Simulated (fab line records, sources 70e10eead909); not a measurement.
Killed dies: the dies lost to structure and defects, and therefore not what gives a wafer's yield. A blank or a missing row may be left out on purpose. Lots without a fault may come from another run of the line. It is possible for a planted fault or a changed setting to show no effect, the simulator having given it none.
Matching of chambers :: flow nand harc :: NHARC_P_CONTACT_DESCUM_17 on rie diel-12 has 4 sister chambers
The step chemistry O2, time 3 s. 20 wafers are shown with their chamber, then 10 later ones without.

== WAFERS WITH THEIR CHAMBER ==
wafer: L077.2
chamber: 0
showerhead plenum p Torr (Torr): 2.02
drypump motor current A (A): 6.2
oes product au (a.u.): 1.000

wafer: L077.5
chamber: 1
showerhead plenum p Torr (Torr): 2.05
drypump motor current A (A): 6.3
oes product au (a.u.): 0.982

wafer: L077.6
chamber: 2
showerhead plenum p Torr (Torr): 1.97
drypump motor current A (A): 5.7
oes product au (a.u.): 0.986

wafer: L078.1
chamber: 1
showerhead plenum p Torr (Torr): 2.05
drypump motor current A (A): 6.4
oes product au (a.u.): 0.989

wafer: L078.3
chamber: 0
showerhead plenum p Torr (Torr): 2.02
drypump motor current A (A): 6.2
oes product au (a.u.): 1.007

wafer: L078.5
chamber: 0
showerhead plenum p Torr (Torr): 2.02
drypump motor current A (A): 6.2
oes product au (a.u.): 1.018

wafer: L079.3
chamber: 0
showerhead plenum p Torr (Torr): 2.02
drypump motor current A (A): 6.2
oes product au (a.u.): 1.002

wafer: L079.5
chamber: 0
showerhead plenum p Torr (Torr): 2.02
drypump motor current A (A): 6.2
oes product au (a.u.): 1.010

wafer: L079.6
chamber: 3
showerhead plenum p Torr (Torr): 1.89
drypump motor current A (A): 5.3
oes product au (a.u.): 1.004

wafer: L081.1
chamber: 3
showerhead plenum p Torr (Torr): 1.89
drypump motor current A (A): 5.3
oes product au (a.u.): 1.007

wafer: L081.2
chamber: 2
showerhead plenum p Torr (Torr): 1.97
drypump motor current A (A): 5.7
oes product au (a.u.): 0.992

wafer: L081.3
chamber: 1
showerhead plenum p Torr (Torr): 2.05
drypump motor current A (A): 6.4
oes product au (a.u.): 0.997

wafer: L083.1
chamber: 3
showerhead plenum p Torr (Torr): 1.89
drypump motor current A (A): 5.3
oes product au (a.u.): 1.009

wafer: L083.4
chamber: 1
showerhead plenum p Torr (Torr): 2.05
drypump motor current A (A): 6.4
oes product au (a.u.): 0.993

wafer: L083.6
chamber: 2
showerhead plenum p Torr (Torr): 1.97
drypump motor current A (A): 5.7
oes product au (a.u.): 1.005

wafer: L084.2
chamber: 3
showerhead plenum p Torr (Torr): 1.89
drypump motor current A (A): 5.3
oes product au (a.u.): 1.010

wafer: L084.3
chamber: 0
showerhead plenum p Torr (Torr): 2.02
drypump motor current A (A): 6.2
oes product au (a.u.): 1.003

wafer: L084.6
chamber: 2
showerhead plenum p Torr (Torr): 1.96
drypump motor current A (A): 5.7
oes product au (a.u.): 0.991

wafer: L087.2
chamber: 1
showerhead plenum p Torr (Torr): 2.05
drypump motor current A (A): 6.4
oes product au (a.u.): 0.997

wafer: L087.4
chamber: 2
showerhead plenum p Torr (Torr): 1.97
drypump motor current A (A): 5.7
oes product au (a.u.): 0.992

SIGNATURES, as means of the wafers listed above
reading: showerhead plenum p Torr
chamber 0: 2.0200
chamber 1: 2.0500
chamber 2: 1.9680
chamber 3: 1.8900
scatter within a chamber: 0.00224

reading: drypump motor current A
chamber 0: 6.200
chamber 1: 6.380
chamber 2: 5.700
chamber 3: 5.300
scatter within a chamber: 0.0224

reading: oes product au
chamber 0: 1.00667
chamber 1: 0.99160
chamber 2: 0.99320
chamber 3: 1.00750
scatter within a chamber: 0.00612
Rule: for a wafer and a chamber, the distance is found by dividing, reading by reading, the gap between the wafer's reading and the chamber's mean by the reading's scatter, squaring, summing and taking the root. If the next closest chamber is less than 2 further off than the closest, the wafer can't be placed; otherwise it belongs to the closest. The scatter: the root of (the sum of the squares of (reading less its chamber's mean) over the shown wafers, divided by (wafers less chambers)).

== WAFERS WITHOUT THEIR CHAMBER ==
wafer: L087.5
showerhead plenum p Torr (Torr): 1.96
drypump motor current A (A): 5.7
oes product au (a.u.): 1.007

wafer: L094.1
showerhead plenum p Torr (Torr): 2.05
drypump motor current A (A): 6.3
oes product au (a.u.): 0.995

wafer: L094.4
showerhead plenum p Torr (Torr): 2.02
drypump motor current A (A): 6.2
oes product au (a.u.): 1.006

wafer: L094.5
showerhead plenum p Torr (Torr): 1.88
drypump motor current A (A): 5.3
oes product au (a.u.): 1.003

wafer: L096.1
showerhead plenum p Torr (Torr): 2.02
drypump motor current A (A): 6.2
oes product au (a.u.): 1.010

wafer: L096.5
showerhead plenum p Torr (Torr): 1.96
drypump motor current A (A): 5.7
oes product au (a.u.): 0.988

wafer: L096.6
showerhead plenum p Torr (Torr): 2.05
drypump motor current A (A): 6.3
oes product au (a.u.): 1.006

wafer: L097.1
showerhead plenum p Torr (Torr): 1.88
drypump motor current A (A): 5.3
oes product au (a.u.): 1.002

wafer: L097.4
showerhead plenum p Torr (Torr): 1.96
drypump motor current A (A): 5.7
oes product au (a.u.): 0.997

wafer: L097.5
showerhead plenum p Torr (Torr): 2.05
drypump motor current A (A): 6.3
oes product au (a.u.): 1.009

== THE CHAMBER EACH PASSED THROUGH ==
wafer: L087.5
from the rows above: 2
in truth: 2

wafer: L094.1
from the rows above: 1
in truth: 1

wafer: L094.4
from the rows above: 0
in truth: 0

wafer: L094.5
from the rows above: 3
in truth: 3

wafer: L096.1
from the rows above: 0
in truth: 0

wafer: L096.5
from the rows above: 2
in truth: 2

wafer: L096.6
from the rows above: 1
in truth: 1

wafer: L097.1
from the rows above: 3
in truth: 3

wafer: L097.4
from the rows above: 2
in truth: 2

wafer: L097.5
from the rows above: 1
in truth: 1
Correctly placed: 10 of 10. Number that these rows cannot place: 0. 0 placed wrongly.
